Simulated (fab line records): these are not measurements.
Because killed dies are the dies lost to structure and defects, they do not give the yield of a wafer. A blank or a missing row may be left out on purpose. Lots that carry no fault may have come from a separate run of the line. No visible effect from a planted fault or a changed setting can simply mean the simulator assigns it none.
8D (eight disciplines) problem report, filled in by code	flow n5Finfet	the parts of the form that need people (team, actions taken, sign-off) are left out

1. THE ISSUE
Wafers without a fault read 209, standard deviation 40; rawDefectCount at N5_SD_EPI_N_INSPECT_26 reads a mean of 6015 on 6 wafers belonging to 2 lots. So: +99 or more standard deviations from the usual mean.
The step: inspects for defects (darkfield).
The first sign was on wafer L381.2 at day 6 01:36, on defectInspect-01. The record has a number at this step for 30 wafers belonging to 10 lots. The rule behind "out" and "out of limits": a value lying over 4 standard deviations away from the usual mean. The rest of the wafers with a number are treated as sound.

2. WHAT IT IS AND WHAT IT IS NOT
question	is	is not
which readings at this step	rawDefectCount	-
which lots	L381, L382	L371, L372, L376, L377, L386, L387, L391, L392
which wafers of those lots	all that have a number	-
read on which gauges	defectInspect-01, defectInspect-02	-
when	from day 6 01:36	up to then (12 sound wafers); but 12 sound wafers of L386, L387, L391, L392 came after

3. THE SUSPECTS, EACH WITH WHAT RULES IT OUT
Counting: a tool at any process step up to the reading remains a suspect when it ran all the lots that are out and ran no sound lot after the first of those.
- the gauge at N5_SD_EPI_N_INSPECT_26 is ruled out. 2 gauges (defectInspect-01, defectInspect-02) read the wafers that are out.
- rieDiel-04 at N5_SD_EPI_N_STRIP_47 (strips in CHF3/O2): ruled out as a lasting fault. Following L381 (day 5 22:18), the first lot on it that is out, the sound lots L387, L391, L392 were run on it.
- plasmaAsher-01 at N5_SD_EPI_N_STRIP_38 (strips in N2/H2): ruled out as a lasting fault. Following L381 (day 5 22:25), the first lot on it that is out, the sound lots L391, L392 were run on it.
Left after counting: nothing in the record.

4. THE CAUSE (what the simulator had put in)
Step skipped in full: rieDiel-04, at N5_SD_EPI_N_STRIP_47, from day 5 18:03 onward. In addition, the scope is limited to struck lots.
It was ruled out by counting, in error; the rule expects a fault to strike all lots run on its tool from its start on, and this fault did not.

5. SEQUENCE OF EFFECTS, ordered by route
Each row: a reading where the mean over the struck wafers with a number is more than 3 standard deviations away from the usual. Only readings whose record carries a usual standard deviation are examined. hours: median over the lots of the time between each lot's start at the first step of this table that gives one and its start at this step. sigmas: the change, counted in usual standard deviations.
hours	step	reading	usual	on struck wafers	change	sigmas
0	N5_SD_EPI_N_INSPECT_26	rawDefectCount	209	6015	+5806	+99 or more
225	N5_PASSIVATION_PROBE_49	defectLimitedYield	91.4 %	4.5	-87.0	-54
225	N5_PASSIVATION_PROBE_49	killedAtFrontEnd	40	1057	+1017	+78
225	N5_PASSIVATION_PROBE_49	killedDies	102	1127	+1025	+54
225	N5_PASSIVATION_PROBE_49	killedOnRim	13	130	+117	+27
225	N5_PASSIVATION_PROBE_49	sort_bin_5_function	5.1 %	91.2	+86.1	+78
225	N5_PASSIVATION_PROBE_49	sortNPass	1078	53	-1025	-54
225	N5_PASSIVATION_PROBE_49	sortYieldPct	91.4 %	4.5	-87.0	-54
It contains these process steps:
- N5_PASSIVATION_PROBE_49
Readings that are blank on the struck wafers while sound wafers have them: oesProductAu at N5_SD_EPI_N_STRIP_38.

6. WHAT WOULD HAVE CAUGHT IT SOONER
Counted from the fault's start at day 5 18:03, it took 8 hours until the first out-of-limits reading at a measuring or inspecting step in this record, taken at day 6 01:36.
